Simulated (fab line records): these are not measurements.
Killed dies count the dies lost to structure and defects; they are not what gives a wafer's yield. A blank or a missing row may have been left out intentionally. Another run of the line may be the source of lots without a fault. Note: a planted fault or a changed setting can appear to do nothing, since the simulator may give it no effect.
Chamber matching    flow n5Finfet    N5_MOL_CONTACT_COAG_DESCUM_13 on rieDiel-03 has 4 sister chambers
The step chemistry O2, time 7 s. 4 wafers are shown with their chamber, then 9 later ones without.

WAFERS, EACH WITH ITS CHAMBER
wafer   chamber  drypumpMotorCurrentA (A)
L086.3  1        5.8
L090.5  0        6.0
L091.1  3        5.1
L091.5  2        5.6

WAFERS WHOSE CHAMBER IS MISSING
wafer   drypumpMotorCurrentA (A)
L092.1  5.1
L092.4  6.0
L092.5  5.7
L093.1  5.1
L093.4  5.8
L093.6  5.6
L094.1  5.7
L094.5  5.7
L094.6  5.1

WHICH CHAMBER EACH WENT THROUGH
wafer   from the rows above      in truth
L092.1  3                        3
L092.4  0                        0
L092.5  can't be placed: 1 or 2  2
L093.1  3                        3
L093.4  1                        1
L093.6  2                        2
L094.1  can't be placed: 1 or 2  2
L094.5  can't be placed: 1 or 2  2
L094.6  3                        3
6 of 9 placed correctly. Can't be placed from these rows: 3 (the true chamber is among the candidates in 3). 0 placed wrongly.
How it was worked out, from the rows above alone: a wafer's distance from a chamber is the root of the sum, over the readings, of the square of ((its reading less the chamber's mean) divided by the reading's scatter). If the next closest chamber is less than 2 further off than the closest, the wafer can't be placed; otherwise it belongs to the closest. For every chamber, the mean is computed from those of its wafers that are shown. The scatter: with one shown wafer a chamber, the root of the mean of the squares of how far each hidden wafer lies from its nearest shown one.
